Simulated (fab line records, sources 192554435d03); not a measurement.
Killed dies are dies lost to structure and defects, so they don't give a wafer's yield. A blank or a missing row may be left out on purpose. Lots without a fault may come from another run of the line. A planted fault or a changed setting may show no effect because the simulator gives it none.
Which tool did it? | flow n5_finfet | 11 lots, 33 wafers sampled, at 3 steps of a route of 1938

WHAT THE GAUGES READ, wafer by wafer
N5_MIM_TOP_LITHO_INSPECT_12: inspects for defects (macro). Usual: raw_defect_count 2.1, standard deviation 1.4.
lot  | measured     | on                | raw_defect_count | flag
L252 | day 12 08:56 | defect_inspect-01 | 1 4 2            |
L250 | day 12 09:04 | defect_inspect-01 | 2 0 2            |
L253 | day 12 12:43 | defect_inspect-01 | 1 7 3            |
L254 | day 13 02:15 | defect_inspect-02 | 1 1 2            |
L255 | day 13 15:40 | defect_inspect-01 | 1 2 4            |
L256 | day 13 16:03 | defect_inspect-02 | 4 2 4            |
L259 | day 14 14:31 | defect_inspect-01 | 2 1 0            |
L260 | day 14 14:34 | defect_inspect-01 | 2 1 3            |
L265 | day 16 07:08 | defect_inspect-02 | 1 3 3            |
L268 | day 16 21:14 | defect_inspect-02 | 1 5 1            |
L272 | day 18 19:01 | defect_inspect-01 | 2 4 2            |

N5_MIM_BOT_LITHO_CD_MEAS_08: target cd 3000 nm. Usual: cd_nm 2999.0 nm, standard deviation 1.7.
lot  | measured     | on        | cd_nm (nm)           | flag
L252 | day 12 09:45 | cd_sem-02 | 3000.7 3001.7 3000.2 |
L250 | day 12 09:55 | cd_sem-03 | 2998.3 2998.7 2999.8 |
L253 | day 12 13:41 | cd_sem-02 | 2999.9 2998.9 2998.5 |
L254 | day 13 02:56 | cd_sem-02 | 2998.1 2997.5 2994.9 |
L255 | day 13 16:28 | cd_sem-03 | 2995.8 2998.9 2999.0 |
L256 | day 13 16:55 | cd_sem-02 | 3001.5 2997.4 3000.5 |
L259 | day 14 15:22 | cd_sem-03 | 2999.3 2997.2 3000.4 |
L260 | day 14 15:31 | cd_sem-02 | 2998.6 2998.6 3001.0 |
L265 | day 16 08:14 | cd_sem-03 | 2998.5 2999.1 3000.9 |
L268 | day 16 22:02 | cd_sem-01 | 2999.9 3001.0 2998.8 |
L272 | day 18 19:56 | cd_sem-01 | 2997.0 2999.6 2999.2 |

WHICH TOOL RAN EACH LOT (tool, then ch and the chambers of the sampled wafers, then the start)
lot  | N5_MIM_TOP_ETCH_PECVD_03
L252 | pecvd-01 ch 0,1, day 12 09:16
L250 | pecvd-02 ch 0,1, day 12 09:23
L253 | pecvd-01 ch 0,1,2, day 12 13:12
L254 | pecvd-01 ch 0,1,2, day 13 02:35
L255 | pecvd-01 ch 1,2, day 13 15:59
L256 | pecvd-01 ch 0,2, day 13 16:26
L259 | pecvd-01 ch 0,1,2, day 14 14:53
L260 | pecvd-04 ch 0,2, day 14 14:55
L265 | pecvd-04 ch 0,1, day 16 07:44
L268 | pecvd-02 ch 0,1,2, day 16 21:34
L272 | pecvd-04 ch 1,2, day 18 19:34
- N5_MIM_TOP_ETCH_PECVD_03: deposits SiNx from SiH4/NH3/N2, target thk 20 nm, time 17.6 s.

WHAT THE TOOLS THEMSELVES READ (means of the sampled wafers that have a number; where no wafer has one, the mark that the record gives instead)
N5_MIM_TOP_ETCH_PECVD_03. Usual: heater_power_w 755 W, standard deviation 97; showerhead_plenum_p_Torr 5.13 Torr, standard deviation 0.055; susceptor_temp_C 400.02 C, standard deviation 0.21; throttle_valve_pct 40.0 %, standard deviation 2.
lot  | tool     | heater_power_w (W) | showerhead_plenum_p_Torr (Torr) | susceptor_temp_C (C) | throttle_valve_pct (%) | flag
L252 | pecvd-01 | 726                | 5.17                            | 399.88               | 38.7                   |
L250 | pecvd-02 | 723                | 5.14                            | 400.19               | 42.6                   |
L253 | pecvd-01 | 764                | 5.14                            | 400.08               | 39.5                   |
L254 | pecvd-01 | 770                | 5.14                            | 400.04               | 39.6                   |
L255 | pecvd-01 | 777                | 5.13                            | 400.04               | 39.8                   |
L256 | pecvd-01 | 850                | 5.10                            | 399.86               | 40.4                   |
L259 | pecvd-01 | 793                | 5.13                            | 399.93               | 39.6                   |
L260 | pecvd-04 | 775                | 5.16                            | 399.86               | 40.5                   |
L265 | pecvd-04 | 730                | 5.07                            | 400.17               | 41.2                   |
L268 | pecvd-02 | 847                | 5.15                            | 400.07               | 41.0                   |
L272 | pecvd-04 | 719                | 5.09                            | 400.16               | 39.1                   |

THE ANSWER, worked out from the rows above alone
Rule: a lot is off if the mean of its wafers that have a number lies more than 3 standard deviations from the usual mean. A lot without any number at a reading at which 4 lots or more have one is off too. The other lots that the step has rows for count as sound. The gauges are gone through in route order, then the tools' own readings, and for those a lot's mean is taken as printed above. The first step at which some lot is off is used, and at that step the reading that is off furthest; a lot without a number counts as furthest.
No lot is off at any reading shown: from this, nothing can be told.

WHAT THE SIMULATOR HAD PUT IN
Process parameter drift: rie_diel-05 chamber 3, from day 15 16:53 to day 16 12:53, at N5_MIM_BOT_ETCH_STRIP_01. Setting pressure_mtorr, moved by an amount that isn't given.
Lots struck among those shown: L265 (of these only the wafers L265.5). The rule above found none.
